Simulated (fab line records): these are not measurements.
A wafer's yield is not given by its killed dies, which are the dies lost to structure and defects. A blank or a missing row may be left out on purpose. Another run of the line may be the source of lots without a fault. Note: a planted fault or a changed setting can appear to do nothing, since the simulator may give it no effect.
A lot that was struck, set against a sound lot || flow nand harc || 23 out of 1302 route steps
Sound: these wafers, L610.2, L610.4, L610.5. Wafers struck: L621.2, L621.3, L621.6. The cause is given at the end.
At each step with rows: each side's tool, then ch and its chambers, then its first start. Under that, the readings that differ: sound wafers || struck wafers || difference of the means || sigmas: that difference in standard deviations of wafers without a fault.
alike: same words and numbers on both sides, and readings whose means sit less than 2 such deviations apart. not compared: any withheld reading, any reading some wafer has no value for, any bound like >300 that may hide the same value, and any number with overlapping values for which the record gives no deviation.
The two part at a step that has a row with sigmas, a row that says differs or no value, or rows on one side only. When numbers do not overlap yet have no deviation, they are printed without sigmas and do not part them. A reading missing from all wafers of one side parts the sides only when that side holds two or more wafers.

NHARC_A_CONTACT_CMP_20: polishes, t overpolish 30 s, target thk 300 nm.
  sound on cmp-01 ch 1,2, day 22 14:36; struck on cmp-01 ch 0,1,3, day 26 10:07
  alike: motor current A, overpolish run s, slurry filter dp kPa, time to endpoint s
after that, 1 step had no rows for these wafers: NHARC_A_CONTACT_SRD_22.
NHARC_A_CONTACT_INSPECT_23:
  sound on defect inspect-02, day 22 15:00; struck on defect inspect-02, day 26 10:30
  alike: raw defect count
then, 8 steps without rows for these wafers: NHARC_A_BLC_DEHYDRATE_00 (time 120 s); NHARC_A_BLC_HMDS_01 (time 30 s); NHARC_A_BLC_COAT_02 (time 75 s); NHARC_A_BLC_COAT_03 (time 65 s); NHARC_A_BLC_COAT_04 (resist thk 90 nm); NHARC_A_BLC_SOFTBAKE_05 (time 55 s); NHARC_A_BLC_EBR_06; NHARC_A_BLC_EXPOSE_07 (exposes mask A BLC, target cd 100 nm).
NHARC_A_BLC_PEB_08: peb time 65 s.
  sound on litho track-04 ch 0, day 22 15:26; struck on litho track-04 ch 0, day 26 10:48
{"reading": "heater power total W (W)", "sound": "157.1 156.1 156.6", "struck": "131.3 130.6 131.3", "difference": -25.5, "sigmas": -62}
{"reading": "plate temp C (C)", "sound": "100.16 100.08 100.16", "struck": "88.04 88.02 87.87", "difference": -12.16, "sigmas": -94}
then, 1 step without rows for these wafers: NHARC_A_BLC_DEVELOP_09 (develop time 35 s).
NHARC_A_BLC_CD_MEAS_10: target cd 100 nm.
  sound on cd sem-01 ch 0, day 22 15:31; struck on cd sem-03 ch 0, day 26 10:53
{"reading": "cd nm (nm)", "sound": "100.2 99.9 100.3", "struck": "38.8 39.1 39.1", "difference": -61.1, "sigmas": "-99 or more"}
NHARC_A_BLC_OVL_MEAS_11:
  sound on overlay-02, day 22 15:36; struck on overlay-02, day 26 10:58
  alike: overlay x nm, overlay y nm
NHARC_A_BLC_INSPECT_12:
  sound on defect inspect-02, day 22 15:38; struck on defect inspect-01, day 26 11:00
  alike: raw defect count
NHARC_A_BLC_DESCUM_15: chemistry O2, time 3 s.
  sound on rie diel-10 ch 0,1,2, day 22 15:41; struck on rie diel-10 ch 1,3, day 26 11:04
{"reading": "model.A_BLC.cd nm (nm)", "sound": "99.77 99.13 99.9", "struck": "39 38.73 38.69", "difference": -61, "sigmas": ""}
  alike: drypump motor current A, oes product au, rf vpp V, showerhead plenum p Torr, throttle valve pct
  not compared: rf hours counter h
NHARC_A_BLC_ETCH_16: etches the open film in CF4, target depth 39 nm, time 65 s.
  sound on rie diel-10 ch 1,2, day 22 15:47; struck on rie diel-10 ch 0,2, day 26 11:10
{"reading": "oes product au (a.u.)", "sound": "1.002 0.988 0.999", "struck": "1.005 1.016 1.010", "difference": "+0.014", "sigmas": "+2"}
  alike: drypump motor current A, rf vpp V, showerhead plenum p Torr, throttle valve pct
  not compared: rf hours counter h
NHARC_A_BLC_ETCH_17: etches the open film in N2/H2, target depth 390 nm, time 609.38 s.
  sound on rie diel-10 ch 0,2,3; struck on rie diel-10 ch 0,1,2
  alike: drypump motor current A, oes product au, rf vpp V, showerhead plenum p Torr, throttle valve pct
  not compared: rf hours counter h
NHARC_A_BLC_ETCH_18: etches the open film in C4F8/O2/Ar, target depth 910 nm.
  sound on rie diel-10 ch 1,2,3; struck on rie diel-10 ch 1,3
{"reading": "model.A_BLC.cd nm (nm)", "sound": "100.1 99.41 100", "struck": "41.15 40.47 39.48", "difference": -59.47, "sigmas": ""}
  alike: oes product au, rf vpp V
  not compared: rf hours counter h
NHARC_A_BLC_CD_MEAS_19:
  sound on cd sem-03, day 22 16:40; struck on cd sem-03, day 26 12:02
{"reading": "cd nm (nm)", "sound": "100.1 99.7 99.9", "struck": "41.1 40.6 39.4", "difference": -59.5, "sigmas": -40}
NHARC_A_BLC_STRIP_29: strips in CF4.
  sound on rie diel-10 ch 0,1,3, day 22 16:44; struck on rie diel-08 ch 0,1,2, day 26 12:07
  alike: drypump motor current A, oes product au, rf vpp V, showerhead plenum p Torr, throttle valve pct
  not compared: rf hours counter h
NHARC_END_SORT_01:
  here the record holds rows for the struck wafers (prober-02 ch 0, day 28 09:02) but none for the sound ones

## WHERE THEY PART
First at NHARC_A_BLC_PEB_08; last, within this record, at NHARC_END_SORT_01.

WHY: whatever the simulator had introduced
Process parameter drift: litho track-04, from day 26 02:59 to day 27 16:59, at NHARC_A_BLC_PEB_08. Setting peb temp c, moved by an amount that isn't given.
